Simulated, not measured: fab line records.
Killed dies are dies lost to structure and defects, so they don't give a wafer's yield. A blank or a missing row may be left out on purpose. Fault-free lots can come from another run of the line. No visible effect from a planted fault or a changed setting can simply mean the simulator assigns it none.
Which tool is to blame? ; flow n5-finfet ; Sampling: 8 lots, 24 wafers, 7 of 1938 route steps

## WHAT THE GAUGES READ, wafer by wafer
N5_BEOL_M0_SAQP_OVL_MEAS_41.
lot;measured;on;M0_CUT1_OVL (nm)
L779;day 6 04:21;overlay-02;1.1 -0.4 -0.7
L783;day 7 04:37;overlay-02;-0.6 -0.2 2.2
L785;day 7 15:27;overlay-02;-1.3 -1.7 -1.3
L790;day 9 00:34;overlay-02;-1.0 -1.3 -0.8
L791;day 9 11:40;overlay-02;-0.6 -0.9 -1.7
L794;day 10 01:01;overlay-02;1.2 1.1 1.6
L799;day 11 07:05;overlay-01;-0.5 -0.1 0.1
L800;day 11 12:02;overlay-01;-0.6 -0.6 -0.2

N5_BEOL_M0_SAQP_INSPECT_42: inspects for defects (brightfield).
lot;measured;on;raw-defect-count
L779;day 6 04:24;defect-inspect-02;408 308 313
L783;day 7 04:40;defect-inspect-01;268 158 216
L785;day 7 15:31;defect-inspect-01;266 245 376
L790;day 9 00:37;defect-inspect-02;918 1118 1035
L791;day 9 11:43;defect-inspect-02;1088 984 1244
L794;day 10 01:04;defect-inspect-02;238 531 228
L799;day 11 07:08;defect-inspect-02;315 223 471
L800;day 11 12:05;defect-inspect-02;224 479 509

N5_BEOL_M0_CUTY_INSPECT_59: inspects for defects (macro).
lot;measured;on;raw-defect-count
L779;day 6 05:41;defect-inspect-01;1 3 5
L783;day 7 06:07;defect-inspect-01;5 2 2
L785;day 7 16:56;defect-inspect-01;1 0 2
L790;day 9 02:00;defect-inspect-02;>300 >300 >300
L791;day 9 13:45;defect-inspect-02;>300 >300 >300
L794;day 10 02:26;defect-inspect-01;2 1 1
L799;day 11 08:39;defect-inspect-01;3 2 0
L800;day 11 13:29;defect-inspect-02;5 1 0

N5_BEOL_M4_RC_MEAS_101.
lot;measured;on;DIBL_N (mV/V);DIBL_P (mV/V);IOFF_N (nA/um);IOFF_P (nA/um);ION_N (uA/um);ION_P (uA/um);SS_N (mV/dec);SS_P (mV/dec);VT_N (mV);VT_P (mV)
L779;day 8 10:10;prober-02;36.3 35.5 37.9;36.9 36.1 38.2;0.150 0.134 0.171;0.209 0.194 0.225;659 657 669;457 452 461;71.7 71.6 72.7;72.9 73.6 74.3;252.3 255.2 250.0;-251.1 -251.2 -252.0
L783;day 9 09:32;prober-01;37.5 39.5 38.3;35.9 38.7 37.6;0.151 0.202 0.181;0.199 0.242 0.226;668 686 686;464 467 469;71.5 72.3 71.5;73.9 73.3 73.5;250.2 246.9 250.7;-249.6 -247.3 -250.6
L785;day 9 14:26;prober-02;36.2 36.6 36.2;35.7 35.6 35.8;0.148 0.154 0.151;0.186 0.178 0.182;673 675 677;457 456 467;71.8 71.9 71.1;73.9 72.4 73.3;250.7 248.6 250.7;-252.1 -251.9 -252.5
L790;day 11 07:20;prober-01;35.0 35.3 36.3;34.8 35.0 36.4;0.146 0.152 0.173;0.197 0.201 0.220;674 661 677;465 454 459;71.1 71.4 71.4;72.9 73.1 72.9;250.0 254.8 247.7;-252.0 -248.4 -250.4
L791;day 11 11:57;prober-01;36.6 36.8 36.1;36.7 36.7 34.8;0.187 0.202 0.169;0.259 0.271 0.233;685 687 682;470 475 471;71.7 71.7 71.1;73.0 72.9 72.7;247.2 243.5 247.3;-244.2 -244.8 -248.5
L794;day 12 04:47;prober-02;35.6 36.8 36.5;35.9 37.1 37.8;0.151 0.173 0.172;0.179 0.206 0.214;665 666 678;455 455 463;70.6 71.6 71.6;73.3 72.8 73.4;248.0 250.0 248.5;-254.9 -251.5 -252.5
L799;day 13 13:49;prober-02;37.8 35.6 33.4;38.4 35.6 32.3;0.180 0.145 0.106;0.230 0.187 0.148;674 664 663;462 457 455;71.7 72.1 70.7;74.2 72.9 72.3;248.4 251.5 255.4;-251.4 -251.2 -255.0
L800;day 13 18:34;prober-02;36.6 37.6 36.7;39.0 40.5 38.5;0.183 0.208 0.187;0.210 0.230 0.207;688 697 686;469 462 462;71.7 71.7 72.0;73.4 73.7 73.4;246.7 247.3 246.2;-247.7 -248.8 -249.5

## WHAT TOOL EACH LOT RAN ON (gives the tool, then ch and the chambers of the sampled wafers, and finally the start)
lot;N5_BEOL_M0_SAQP_ETCH_106;N5_BEOL_M0_SAQP_SPACER2_ALD_26;N5_BEOL_M0_SAQP_DESCUM_45
L779;rie-diel-01 ch 0,2, day 6 02:57;ald-sin-01 ch 0,2, day 6 03:16;rie-diel-05 ch 0,1,2, day 6 04:26
L783;rie-diel-01 ch 0,1,2, day 7 02:59;ald-sin-01 ch 0,2,3, day 7 03:17;rie-diel-03 ch 0,2,3, day 7 04:53
L785;rie-diel-03 ch 0,3, day 7 14:04;ald-sin-01 ch 1,2,3, day 7 14:22;rie-diel-05 ch 1,2,3, day 7 15:32
L790;rie-diel-01 ch 0,2, day 8 21:25;ald-sin-01 ch 0,1, day 8 23:17;rie-diel-01 ch 0,1, day 9 00:39
L791;rie-diel-05 ch 2,3, day 9 10:15;ald-sin-01 ch 0,1,3, day 9 10:34;rie-diel-05 ch 0,1,3, day 9 12:13
L794;rie-diel-01 ch 1,2,3, day 9 23:38;ald-sin-03 ch 2,3, day 9 23:55;rie-diel-03 ch 1,2, day 10 01:05
L799;rie-diel-05 ch 0,1,3, day 11 05:26;ald-sin-03 ch 1,2,3, day 11 05:45;rie-diel-03 ch 0,2,3, day 11 07:17
L800;rie-diel-01 ch 0,1,3, day 11 10:13;ald-sin-02 ch 0,1,2, day 11 10:43;rie-diel-05 ch 0,3, day 11 12:07
- N5_BEOL_M0_SAQP_ETCH_106: etches SOC in N2/H2, stops on SiNx, target depth 150 nm.
- N5_BEOL_M0_SAQP_SPACER2_ALD_26: deposits SiO2, target thk 15 nm, pulse time 1 s, purge time 2 s.
- N5_BEOL_M0_SAQP_DESCUM_45: chemistry O2, time 7 s.

## AS READ BY THE TOOLS THEMSELVES (means over the sampled wafers that have a number; for cases with no such wafer, the mark the record gives instead)
N5_BEOL_M0_SAQP_ETCH_106.
lot;tool;chamber-pressure-mTorr (mTorr);drypump-motor-current-A (A);oes-product-au (a.u.);rf-vpp-V (V);showerhead-plenum-p-Torr (Torr);throttle-valve-pct (%)
L779;rie-diel-01;29.999;6.3;0.73;241.8;2.64;18.15
L783;rie-diel-01;29.996;6.1;0.78;242.5;2.66;17.92
L785;rie-diel-03;29.990;5.3;0.75;240.4;2.44;17.70
L790;rie-diel-01;30.014;6.3;0.71;242.1;2.63;18.20
L791;rie-diel-05;30.008;6.4;0.72;239.9;2.43;17.88
L794;rie-diel-01;30.017;5.7;0.85;242.2;2.65;17.74
L799;rie-diel-05;30.012;5.8;0.84;239.1;2.47;17.79
L800;rie-diel-01;29.989;5.5;0.91;241.5;2.63;17.55

N5_BEOL_M0_SAQP_SPACER2_ALD_26.
lot;tool;heater-power-w (W);precursor-pulse-height-rel
L779;ald-sin-01;448;0.980
L783;ald-sin-01;415;1.004
L785;ald-sin-01;472;0.993
L790;ald-sin-01;463;0.989
L791;ald-sin-01;435;1.016
L794;ald-sin-03;377;0.999
L799;ald-sin-03;403;1.014
L800;ald-sin-02;449;1.008

N5_BEOL_M0_SAQP_DESCUM_45.
lot;tool;chamber-pressure-mTorr (mTorr);drypump-motor-current-A (A);oes-product-au (a.u.);rf-vpp-V (V);showerhead-plenum-p-Torr (Torr);throttle-valve-pct (%)
L779;rie-diel-05;19.998;5.6;0.78;241.8;2.04;20.49
L783;rie-diel-03;20.016;5.3;0.75;243.1;2.10;20.30
L785;rie-diel-05;19.985;6.3;0.73;241.8;2.02;20.57
L790;rie-diel-01;19.995;5.9;0.75;244.7;2.17;20.52
L791;rie-diel-05;20.000;5.8;0.88;242.3;2.03;20.31
L794;rie-diel-03;19.988;5.2;0.74;244.2;2.18;20.34
L799;rie-diel-03;20.003;5.2;0.72;243.0;2.09;20.35
L800;rie-diel-05;19.996;5.4;0.81;241.7;2.02;20.27

## THE ANSWER, worked out from the rows above alone
Rule: the lots themselves supply what counts as usual. The widest of any qualifying gaps counts: lots, ordered by their means at a reading, are off when they make up no more than a third of the lots, leave a main group of 4 or more, and stand apart from it by 3 or more times the standard deviation of that group's means. A main group whose means are all the same, to the digits that the tables above print for the reading, isn't used. Also off: a lot with no number at a reading for which 4 or more lots have one. The other lots that the step has rows for count as sound. Order of review: gauges by route order, followed by the tools' own readings, for which a lot's mean as printed above is used. At the first step where some lot is off, the reading lying furthest off is the one used; lots without a number count as furthest.
Off, at N5_BEOL_M0_SAQP_INSPECT_42 on raw-defect-count: L790, L791. Mean 321 and standard deviation 57 in the main group.
A tool fits if, at a process step before that reading, it ran every lot that is off, and no sound lot after the first of them. Gauges at N5_BEOL_M0_SAQP_INSPECT_42: tried the same way as those tools. One fits: N5_BEOL_M0_SAQP_SPACER2_ALD_26 on ald-sin-01. Its last sound lot is L785 (day 7 14:22), its first lot that is off L790 (day 8 23:17): a fault that began between those two fits.

## WHAT WAS PUT IN BY THE SIMULATOR
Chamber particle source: ald-sin-01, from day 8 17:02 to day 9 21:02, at N5_BEOL_M0_SAQP_SPACER2_ALD_26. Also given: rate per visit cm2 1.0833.
Struck lots among those shown: L790, L791. The rule above found the same.
